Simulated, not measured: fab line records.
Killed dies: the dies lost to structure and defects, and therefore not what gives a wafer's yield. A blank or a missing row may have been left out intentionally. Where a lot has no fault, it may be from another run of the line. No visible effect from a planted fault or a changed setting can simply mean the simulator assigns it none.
What tool caused it? | flow nand harc | 12 lots with 36 wafers sampled at 5 steps, on a route of 1302 steps

## WHAT THE GAUGES SHOWED, per wafer
NHARC_END_SORT_01.
lot  | measured     | on        | killed at array | killed at other | killed at periphery | killed dies | killed open | killed short
L114 | day 24 18:43 | prober-01 | 74 95 69        | 0 1 0           | 6 3 2               | 80 99 71    | 5 5 2       | 3 9 0
L116 | day 25 15:13 | prober-02 | 74 71 61        | 0 1 1           | 3 3 2               | 77 75 64    | 5 1 3       | 5 3 2
L120 | day 27 21:24 | prober-02 | 84 82 81        | 2 1 0           | 1 1 3               | 87 84 84    | 3 4 3       | 1 4 3
L119 | day 26 22:14 | prober-01 | 48 49 63        | 1 1 1           | 5 3 3               | 54 53 67    | 3 5 5       | 2 0 1
L123 | day 28 04:21 | prober-01 | 103 85 87       | 1 0 0           | 2 3 6               | 106 88 93   | 8 6 4       | 0 1 4
L124 | day 29 00:20 | prober-01 | 20 16 21        | 0 1 0           | 3 2 1               | 23 19 22    | 1 3 1       | 1 0 2
L125 | day 29 06:38 | prober-02 | 79 91 93        | 0 1 0           | 0 3 2               | 79 95 95    | 3 2 3       | 2 1 1
L126 | day 29 05:50 | prober-01 | 56 52 54        | 6 0 1           | 2 2 1               | 64 54 56    | 0 2 2       | 5 2 2
L131 | day 30 10:23 | prober-01 | 78 67 63        | 0 0 0           | 1 2 2               | 79 69 65    | 2 3 2       | 2 0 6
L128 | day 30 19:10 | prober-02 | 630 633 642     | 0 1 2           | 3 3 2               | 633 637 646 | 1 0 5       | 1 2 2
L130 | day 30 18:09 | prober-01 | 630 639 624     | 1 0 1           | 4 6 6               | 635 645 631 | 3 6 4       | 0 1 5
L137 | day 33 18:53 | prober-02 | 34 34 48        | 0 0 0           | 3 1 4               | 37 35 52    | 4 1 2       | 3 2 3

## EACH LOT AND THE TOOL THAT RAN IT (in order: tool; ch and the chambers of the sampled wafers; start)
lot  | NHARC_A_CHANNEL_HOLE_D2_ETCH_19  | NHARC_A_CHANNEL_HOLE_D2_ETCH_20  | NHARC_A_CHANNEL_FILL_D2_ETCHBACK_19 | NHARC_A_CHANNEL_FILL_D2_ALD_25
L114 | har etch-02 ch 0,1, day 13 14:02 | har etch-02 ch 0,1, day 13 14:08 | rie si-03 ch 0,1,3, day 14 22:14    | ald hk-03 ch 0,1,2, day 15 11:38
L116 | har etch-01 ch 0,1, day 14 11:44 | har etch-01 ch 0,1, day 14 11:51 | rie si-05 ch 1,2, day 15 16:52      | ald hk-03 ch 0,1,2, day 16 06:54
L120 | har etch-02 ch 0,1, day 15 10:40 | har etch-02 ch 0,1, day 15 10:51 | rie si-03 ch 1,2, day 16 16:44      | ald hk-02 ch 0,2,3, day 17 08:12
L119 | har etch-01 ch 0,1, day 15 10:46 | har etch-01 ch 0,1, day 15 10:55 | rie si-02 ch 0,3, day 16 16:44      | ald hk-04 ch 0,2, day 17 08:50
L123 | har etch-02 ch 0,1, day 16 12:53 | har etch-02 ch 0,1, day 16 13:02 | rie si-02 ch 0,3, day 17 17:15      | ald hk-02 ch 1,3, day 18 06:21
L124 | har etch-02 ch 0,1, day 17 15:11 | har etch-02 ch 0,1, day 17 15:25 | rie si-03 ch 0,2,3, day 18 22:28    | ald hk-03 ch 1,2, day 19 11:43
L125 | har etch-01 ch 1, day 17 16:34   | har etch-01 ch 1, day 17 16:43   | rie si-05 ch 2,3, day 18 22:26      | ald hk-02 ch 1,2, day 19 09:56
L126 | har etch-02 ch 0,1, day 18 11:02 | har etch-02 ch 0,1, day 18 11:08 | rie si-02 ch 0,3, day 19 17:40      | ald hk-04 ch 1,2,3, day 20 06:59
L131 | har etch-01 ch 0,1, day 19 23:07 | har etch-01 ch 0,1, day 19 23:16 | rie si-03 ch 0,3, day 21 04:38      | ald hk-04 ch 0,1, day 21 16:41
L128 | har etch-02 ch 0,1, day 20 00:37 | har etch-02 ch 0,1, day 20 00:43 | rie si-02 ch 0,2,3, day 21 04:38    | ald hk-03 ch 0,2,3, day 21 16:05
L130 | har etch-01 ch 0,1, day 20 03:16 | har etch-01 ch 0,1, day 20 03:23 | rie si-02 ch 0,1,3, day 21 10:23    | ald hk-03 ch 1,2, day 21 23:13
L137 | har etch-02 ch 0,1, day 22 21:41 | har etch-02 ch 0,1, day 22 21:48 | rie si-02 ch 1,2,3, day 24 03:47    | ald hk-03 ch 0,1,2, day 24 15:57
- NHARC_A_CHANNEL_HOLE_D2_ETCH_19: etches the open film in C4F8/O2/Ar, time 34.5 s.
- NHARC_A_CHANNEL_HOLE_D2_ETCH_20: etches the open film in C4F8/O2/Ar, time 361.9 s, target depth 1600 nm.
- NHARC_A_CHANNEL_FILL_D2_ETCHBACK_19: etches the open film in HBr/Cl2, target depth 5 nm, time 1.7 s.
- NHARC_A_CHANNEL_FILL_D2_ALD_25: deposits SiOx, target thk 60 nm, pulse time 10 s, ald cycles 600.

## AS READ BY THE TOOLS THEMSELVES (means over the sampled wafers that have a number; for cases with no such wafer, the mark the record gives instead)
NHARC_A_CHANNEL_HOLE_D2_ETCH_19.
lot  | tool        | drypump motor current A (A) | showerhead plenum p Torr (Torr) | throttle valve pct (%)
L114 | har etch-02 | 5.8                         | 3.65                            | 37.051
L116 | har etch-01 | 5.4                         | 3.73                            | 37.042
L120 | har etch-02 | 5.8                         | 3.63                            | 37.033
L119 | har etch-01 | 5.4                         | 3.72                            | 37.031
L123 | har etch-02 | 5.8                         | 3.63                            | 37.036
L124 | har etch-02 | 5.8                         | 3.91                            | 37.042
L125 | har etch-01 | 5.9                         | 3.70                            | 37.033
L126 | har etch-02 | 5.8                         | 3.90                            | 37.042
L131 | har etch-01 | 5.4                         | 3.69                            | 37.032
L128 | har etch-02 | 5.8                         | 3.89                            | 37.037
L130 | har etch-01 | 5.4                         | 3.69                            | 37.033
L137 | har etch-02 | 6.3                         | 3.79                            | 37.048

NHARC_A_CHANNEL_HOLE_D2_ETCH_20.
lot  | tool        | drypump motor current A (A) | showerhead plenum p Torr (Torr) | throttle valve pct (%)
L114 | har etch-02 | 5.8                         | 3.61                            | 32.160
L116 | har etch-01 | 5.4                         | 3.69                            | 32.156
L120 | har etch-02 | 5.8                         | 3.60                            | 32.153
L119 | har etch-01 | 5.4                         | 3.68                            | 32.156
L123 | har etch-02 | 5.8                         | 3.59                            | 32.145
L124 | har etch-02 | 5.8                         | 3.86                            | 32.158
L125 | har etch-01 | 6.0                         | 3.66                            | 32.164
L126 | har etch-02 | 5.8                         | 3.85                            | 32.158
L131 | har etch-01 | 5.4                         | 3.65                            | 32.149
L128 | har etch-02 | 5.8                         | 3.84                            | 32.153
L130 | har etch-01 | 5.4                         | 3.65                            | 32.151
L137 | har etch-02 | 6.2                         | 3.74                            | 32.156

NHARC_A_CHANNEL_FILL_D2_ETCHBACK_19.
lot  | tool      | drypump motor current A (A) | mfc cl2 sccm (sccm) | oes product au (a.u.) | throttle valve pct (%)
L114 | rie si-03 | 6.2                         | 49.98               | 0.997                 | 26.406
L116 | rie si-05 | 5.5                         | 50.14               | 1.009                 | 26.402
L120 | rie si-03 | 5.8                         | 50.03               | 0.990                 | 26.397
L119 | rie si-02 | 5.8                         | 49.99               | 0.997                 | 26.406
L123 | rie si-02 | 5.7                         | 50.03               | 0.991                 | 26.403
L124 | rie si-03 | 5.9                         | 50.09               | 1.007                 | 26.411
L125 | rie si-05 | 6.4                         | 50.01               | 0.999                 | 26.400
L126 | rie si-02 | 5.7                         | 50.16               | 1.004                 | 26.399
L131 | rie si-03 | 6.1                         | 50.06               | 0.998                 | 26.401
L128 | rie si-02 | 5.9                         | 49.97               | 0.746                 | 26.407
L130 | rie si-02 | 5.6                         | 50.00               | 0.737                 | 26.408
L137 | rie si-02 | 5.8                         | 49.90               | 1.012                 | 26.398

NHARC_A_CHANNEL_FILL_D2_ALD_25.
lot  | tool      | heater power w (W) | precursor pulse height rel
L114 | ald hk-03 | 465                | 1.001
L116 | ald hk-03 | 471                | 1.004
L120 | ald hk-02 | 426                | 0.983
L119 | ald hk-04 | 494                | 1.009
L123 | ald hk-02 | 421                | 0.999
L124 | ald hk-03 | 464                | 1.017
L125 | ald hk-02 | 461                | 1.019
L126 | ald hk-04 | 448                | 0.991
L131 | ald hk-04 | 516                | 1.000
L128 | ald hk-03 | 447                | 0.983
L130 | ald hk-03 | 417                | 0.999
L137 | ald hk-03 | 451                | 1.011

## THE ANSWER, worked out from the rows above alone
Rule: the lots themselves supply what counts as usual. Put in order of their means at a reading, lots are off if they are a third of the lots or fewer, leave a main group of 4 or more, and stand apart from it by a gap of 3 or more times the standard deviation of the main group's means; of several such gaps the widest counts. If all means in a main group match to the digits the tables above print for the reading, that group is not used. A lot without any number at a reading at which 4 lots or more have one is off too. Where the step has rows for the other lots, those lots are counted as sound. First the gauges in route order, then the tools' own readings, where a lot's mean is used as printed above. At the first step where some lot is off, the reading lying furthest off is the one used; lots without a number count as furthest.
Off at NHARC_END_SORT_01 (killed at array): L128, L130. Mean 64 and standard deviation 22 in the main group.
If a tool, at a process step before that reading, ran all the lots that are off and no sound lot after the first of them, it fits. The gauges at NHARC_END_SORT_01 aren't tried: what is off there is off at NHARC_A_CHANNEL_FILL_D2_ETCHBACK_19 too, on other tools, and a gauge's error can't cause that. None of those tried fits.

## WHAT THE SIMULATOR HAD INSERTED
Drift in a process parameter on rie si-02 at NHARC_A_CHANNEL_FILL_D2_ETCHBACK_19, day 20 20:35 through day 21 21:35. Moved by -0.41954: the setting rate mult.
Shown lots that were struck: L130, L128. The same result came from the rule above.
